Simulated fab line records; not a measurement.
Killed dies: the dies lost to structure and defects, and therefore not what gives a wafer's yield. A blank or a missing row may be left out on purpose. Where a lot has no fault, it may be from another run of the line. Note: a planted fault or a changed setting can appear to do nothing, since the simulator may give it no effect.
A lot that was struck, set against a sound lot	flow n5-finfet	39 out of 1938 route steps
Sound: the wafers L335.2, L335.3, L335.6. Struck: wafers L325.1, L325.2, L325.6. Last of all comes the cause.
For every step that has rows: the tool of each side, followed by ch and its chambers, followed by its first start. Under that, the readings that differ: sound wafers	struck wafers	difference of the means	sigmas: that difference in standard deviations of wafers without a fault.
alike: readings with means less than 2 such deviations apart, plus words and numbers identical on both sides. not compared: withheld readings, readings lacking a value on some wafer, bounds such as >300 that could conceal the same value, and numbers that have no deviation in the record and whose values overlap.
The two part at a step that has a row with sigmas, a row that says differs or no value, or rows on one side only. When numbers do not overlap yet have no deviation, they are printed without sigmas and do not part them. A reading that every wafer of one side lacks parts them only if that side has two wafers or more.

first, 11 steps without rows for these wafers: N5_FIN_CUT_STRIP_24 (strips in CF4); N5_FIN_CUT_CUT_ETCH_26 (etches SiNx in CH3F/O2, target depth 39 nm, time 55.7 s); N5_FIN_CUT_CUT_ETCH_27 (etches SiO2 in CHF3/O2, target depth 4 nm, overetch 2 nm, time 4.9 s); N5_FIN_CUT_PRECLEAN_35 (cleans in vHF, time 13.3 s); N5_FIN_CUT_CUT_ETCH_15 (etches Si in HBr/Cl2/O2, target depth 100 nm, bt time 10 s, time 42.4 s); N5_FIN_CUT_CUT_ETCH_28 (etches Si in HBr/Cl2/O2, target depth 6 nm, time 2.4 s); N5_FIN_CUT_STRIP_22 (strips in N2/H2); N5_FIN_CUT_PRECLEAN_36 (cleans in O3/DIW, time 60 s); N5_FIN_CUT_SRD_32 (time 30 s); N5_FIN_CUT_UV_OZONE_34 (time 120 s); N5_STI_FIN_REVEAL_ALD_00 (deposits SiO2, target thk 1 nm, pulse time 1 s).
N5_STI_FIN_REVEAL_ALD_14: deposits Si3N4, target thk 3 nm.
  sound on ald-sin-04 ch 0,3, day 7 16:51; struck on ald-sin-01 ch 1,2,3, day 5 07:58
  no value came back on the struck wafers for chamber-pressure-Torr (Torr), heater-power-outer-w (W), heater-power-w (W); on the sound wafers chamber-pressure-Torr (Torr) reads 2.004 2.000 1.995
then, 25 steps without rows for these wafers: N5_STI_FIN_REVEAL_FCVD_FILL_01 (material SiO2 flowable, target thk 312 nm, time 512.2 s); N5_STI_FIN_REVEAL_DENSIFY_02 (time 1800 s); N5_STI_FIN_REVEAL_CMP_04 (polishes, stops on Si3N4, t overpolish 4 s, target thk 131.83 nm); N5_STI_FIN_REVEAL_DENSIFY_30; N5_STI_FIN_REVEAL_ETCHBACK_08 (etches SiO2 in C4F6/O2, target depth 30.5 nm, time 10.167 s); N5_STI_FIN_REVEAL_STRIP_24 (strips in N2/H2, time 90 s); N5_STI_FIN_REVEAL_PRECLEAN_25 (cleans in SPM, time 90 s); N5_STI_FIN_REVEAL_PRECLEAN_26 (cleans in SC1, time 45 s); N5_STI_FIN_REVEAL_PRECLEAN_29 (cleans in DHF, time 30 s); N5_STI_FIN_REVEAL_SRD_12 (time 30 s); N5_STI_FIN_REVEAL_RECESS_09 (chemistry HF/NH3, target SiO2, afs cycles 11, target depth 42.5 nm, sublimation time 60 s); N5_STI_FIN_REVEAL_STRIP_16 (strips SiNx in H3PO4, target depth 23.8 nm); N5_STI_FIN_REVEAL_PRECLEAN_17 (cleans in NF3:NH3, afs cycles 1, time 20 s, sublimation time 60 s); N5_STI_FIN_REVEAL_ETCH_34 (etches Si in H2, material Si, target depth 0.97 nm); N5_STI_FIN_REVEAL_OXIDATION_31 (chemistry O2 PLASMA REMOTE, time 20 s); N5_STI_FIN_REVEAL_PRECLEAN_32 (cleans in NF3:NH3, afs cycles 1, time 20 s, sublimation time 60 s); N5_STI_FIN_REVEAL_STRIP_35 (strips Si3N4 in H3PO4, target depth 4 nm, time 39 s); N5_STI_FIN_REVEAL_SRD_21 (time 30 s); N5_STI_FIN_REVEAL_OXIDATION_33 (chemistry O2 PLASMA REMOTE, time 20 s); N5_STI_FIN_REVEAL_CLEAN_19 (cleans in O3/DIW, time 120 s); N5_STI_FIN_REVEAL_SRD_23 (time 30 s); N5_STI_FIN_REVEAL_PRECLEAN_18 (cleans in SC2, time 45 s); N5_STI_FIN_REVEAL_SRD_28 (time 30 s); N5_DUMMY_GATE_PRECLEAN_00 (cleans in O3/DIW, time 60 s); N5_DUMMY_GATE_SRD_01 (time 30 s).
-- here the record skips 9 days between the struck wafers' starts before and after, leaving off in module DUMMY_GATE and picking up in module BEOL_M4 (first step shown: number 1111 of the route) --
N5_BEOL_M4_RC_MEAS_101:
  sound on prober-02 ch 0, day 14 12:44; struck on prober-01 ch 0, day 14 14:39
  alike: DIBL_N, DIBL_P, IOFF_N, IOFF_P, ION_N, ION_P, SS_N, SS_P, VT_N, VT_P
-- here the record skips 5 days between the struck wafers' starts before and after, leaving off in module BEOL_M4 and picking up in module PASSIVATION (first step shown: number 1936 of the route) --
N5_PASSIVATION_PROBE_49:
  sound on prober-01 at day 19 00:35; struck on prober-02 at day 19 10:06
reading	sound	struck	difference	sigmas
defect-limited-yield (%)	92.4 90.4 93.1	47.9 49.4 48.9	-43.2	-29
killed-at-front-end	44 50 30	539 537 512	+488	+38
killed-dies	90 113 82	615 597 603	+510	+28
killed-on-rim	13 14 13	64 136 32	+64	+15
sort_bin_5_function (%)	4.7 5.6 4.3	48.1 46.4 47.5	+42.5	+44
sort-n-pass	1090 1067 1098	565 583 577	-510	-28
sort-yield-pct (%)	92.4 90.4 93.1	47.9 49.4 48.9	-43.2	-29
  alike: killed_at_M0_to_M3, killed_at_M4_up, killed-at-contacts, killed-at-other, killed-open, killed-short, sort_bin_6_memory, sort_bin_8_speed

## WHERE THEY PART
At N5_STI_FIN_REVEAL_ALD_14 first; at N5_PASSIVATION_PROBE_49 last (within this record only).

WHY: what the simulator had put in
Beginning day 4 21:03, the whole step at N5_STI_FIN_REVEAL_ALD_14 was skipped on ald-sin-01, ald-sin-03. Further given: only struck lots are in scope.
